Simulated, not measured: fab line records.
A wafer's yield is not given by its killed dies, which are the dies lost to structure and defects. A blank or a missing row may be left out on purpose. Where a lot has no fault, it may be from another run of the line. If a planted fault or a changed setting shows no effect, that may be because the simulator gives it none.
Matching of chambers | flow n5Finfet | 4 sister chambers for N5_DUMMY_GATE_ETCH_32 on rieSi-01
The step etches SiO2 in CF4, target depth 3.5 nm, time 3.9 s. 4 wafers are shown with their chamber, then 10 later ones without.

== WAFERS PAIRED WITH THEIR CHAMBERS ==
wafer  | chamber | drypumpMotorCurrentA (A)
L087.5 | 2       | 5.8
L088.4 | 1       | 6.1
L091.3 | 3       | 6.1
L091.5 | 0       | 5.7

== WAFERS WHOSE CHAMBER IS MISSING ==
wafer  | drypumpMotorCurrentA (A)
L091.6 | 6.2
L093.3 | 5.7
L093.4 | 6.1
L093.6 | 5.7
L094.1 | 6.1
L094.4 | 6.1
L094.5 | 6.1
L096.1 | 5.9
L096.5 | 6.1
L096.6 | 5.9

== CHAMBER TAKEN BY EACH ==
wafer  | from the rows above               | in truth
L091.6 | can't be placed: 1 or 3           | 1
L093.3 | can't be placed: 0 or 2           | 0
L093.4 | can't be placed: 1 or 3           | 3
L093.6 | can't be placed: 0 or 2           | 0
L094.1 | can't be placed: 1 or 3           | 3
L094.4 | can't be placed: 1 or 3           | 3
L094.5 | can't be placed: 1 or 3           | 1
L096.1 | can't be placed: 2 or 1 or 3 or 0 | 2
L096.5 | can't be placed: 1 or 3           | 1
L096.6 | can't be placed: 2 or 1 or 3 or 0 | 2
0 of 10 placed correctly. From these rows, 10 cannot be placed; in 10 the true chamber is one of the candidates. 0 placed wrongly.
How it was worked out, from the rows above alone: a wafer's distance from a chamber is the root of the sum, over the readings, of the square of ((its reading less the chamber's mean) divided by the reading's scatter). The wafer belongs to the nearest chamber; if the next one is less than 2 further off, it can't be placed. The mean given for a chamber averages the wafers shown for that chamber. The scatter: root of mean squared gap, hidden wafer to nearest shown wafer, with one shown wafer a chamber.
